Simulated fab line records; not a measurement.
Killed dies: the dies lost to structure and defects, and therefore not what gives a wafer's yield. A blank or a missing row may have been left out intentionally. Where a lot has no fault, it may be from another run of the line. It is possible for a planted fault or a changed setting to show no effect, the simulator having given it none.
Which of the tools did it? ; flow nand harc ; 21 wafers from 7 lots sampled at 2 of the route's 1302 steps

## WHAT EACH GAUGE READ, for each wafer
NHARC_A_ONON_D2_THK_MEAS_08: measures by ellipsometry.
lot;measured;on;thk nm (nm)
L106;day 13 08:41;film metro-01;1005 1004 1004
L112;day 15 21:14;film metro-02;1560 1562 1558 1560 1560 1557
L119;day 19 08:19;film metro-01;987 984 985
L122;day 19 12:04;film metro-02;1003 1003 1002
L124;day 20 20:07;film metro-02;975 973 974
L126;day 21 15:34;film metro-01;976 977 975
L128;day 22 02:07;film metro-02;994 994 994

## EACH LOT AND THE TOOL THAT RAN IT (in order: tool; ch and the chambers of the sampled wafers; start)
lot;NHARC_A_ONON_D2_DEP_06
L106;pecvd onon-03 ch 0, day 13 08:17
L112;pecvd onon-02 ch 0, day 15 20:43
L119;pecvd onon-02 ch 0, day 19 07:58
L122;pecvd onon-03 ch 0, day 19 11:34
L124;pecvd onon-03 ch 0, day 20 19:39
L126;pecvd onon-02 ch 0, day 21 15:03
L128;pecvd onon-03 ch 0, day 22 01:35
- NHARC_A_ONON_D2_DEP_06: target thk 1000 nm.

## THE ANSWER, worked out from the rows above alone
Rule: usual is defined by the lots themselves. Put in order of their means at a reading, lots are off if they are a third of the lots or fewer, leave a main group of 4 or more, and stand apart from it by a gap of 3 or more times the standard deviation of the main group's means; of several such gaps the widest counts. If all means in a main group match to the digits the tables above print for the reading, that group is not used. Also off: a lot with no number at a reading for which 4 or more lots have one. Where the step has rows for the other lots, those lots are counted as sound.
Off: L112, at NHARC_A_ONON_D2_THK_MEAS_08 (thk nm). Mean 989 nm and standard deviation 12 in the main group.
If a tool, at a process step before that reading, ran all the lots that are off and no sound lot after the first of them, it fits. Those tools and the gauges at NHARC_A_ONON_D2_THK_MEAS_08 are tried in the same way. Of those tried, none fits.

## WHAT THE SIMULATOR PUT IN
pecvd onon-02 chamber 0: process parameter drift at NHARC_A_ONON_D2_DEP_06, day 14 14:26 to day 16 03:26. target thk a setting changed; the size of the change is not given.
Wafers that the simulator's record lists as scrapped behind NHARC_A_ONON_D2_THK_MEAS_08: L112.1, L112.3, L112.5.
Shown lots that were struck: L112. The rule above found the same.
